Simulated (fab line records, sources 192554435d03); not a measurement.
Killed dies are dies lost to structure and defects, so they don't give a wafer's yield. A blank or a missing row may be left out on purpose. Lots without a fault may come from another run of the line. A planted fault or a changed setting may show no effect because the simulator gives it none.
One fault seen from 3 desks | flow n5_finfet | each desk has only its own numbers; what lay behind them comes last

THE TOOL OWNER'S DESK: pvd_sputter-03
The tool's own readings at N5_BEOL_M12_SPUTTER_43 (material TaN, target thk 15 nm, time 24.19 s): means of the sampled wafers that have a number, for each lot that ran on this tool. A lot is out of limits, marked OUT, if its mean lies more than 4 standard deviations from the usual mean; the brackets give that distance.
Columns: A = throttle_valve_pct at N5_BEOL_M12_SPUTTER_43, usual 30.7 %
lot  | first seen here | A
L685 | day 12 01:26    | 29.1
L689 | day 12 02:25    | 30.1
L687 | day 12 10:32    | 30.9
L701 | day 15 14:02    | 31.0
This desk's finding: nothing out of limits on any of the 4 lots.

THE DEFECT DESK
What the inspections along the route counted, lot by lot: means of the sampled wafers that have a number. A lot is out of limits, marked OUT, if its mean lies more than 4 standard deviations from the usual mean; the brackets give that distance.
Columns: A = raw_defect_count at N5_BEOL_M12_INSPECT_55, usual 74
lot  | first seen here | A
L682 | day 11 08:56    | 99
L685 | day 12 03:46    | 82
L686 | day 12 04:41    | 72
L689 | day 12 04:47    | 74
L687 | day 12 12:01    | 58
L694 | day 13 20:56    | 57
L698 | day 14 10:03    | 52
L699 | day 14 20:55    | 85
L701 | day 15 15:17    | 73
L700 | day 15 16:45    | 100
L702 | day 16 02:10    | 77
This desk's finding: nothing out of limits on any of the 11 lots.

THE METROLOGY DESK
What the gauges read, lot by lot, whatever tool the lot ran on: means of the sampled wafers that have a number. A lot is out of limits, marked OUT, if its mean lies more than 4 standard deviations from the usual mean; the brackets give that distance.
Columns: A = M12_RS at N5_BEOL_M12_RS_MEAS_54, usual 0.0595 ohm/sq
lot  | first seen here | A
L682 | day 11 08:55    | 0.0588
L685 | day 12 03:45    | 0.0597
L686 | day 12 04:39    | 0.0588
L689 | day 12 04:45    | 0.0596
L687 | day 12 12:00    | 0.0586
L694 | day 13 20:55    | 0.0595
L698 | day 14 10:02    | 0.0592
L699 | day 14 20:53    | 0.0592
L701 | day 15 15:15    | 0.0610
L700 | day 15 16:43    | 0.0609
L702 | day 16 02:08    | 0.0592
This desk's finding: nothing out of limits on any of the 11 lots.

PUT TOGETHER
The tool owner's desk saw nothing out of limits.
The defect desk saw nothing out of limits.
The metrology desk saw nothing out of limits.

WHAT THE SIMULATOR HAD PUT IN
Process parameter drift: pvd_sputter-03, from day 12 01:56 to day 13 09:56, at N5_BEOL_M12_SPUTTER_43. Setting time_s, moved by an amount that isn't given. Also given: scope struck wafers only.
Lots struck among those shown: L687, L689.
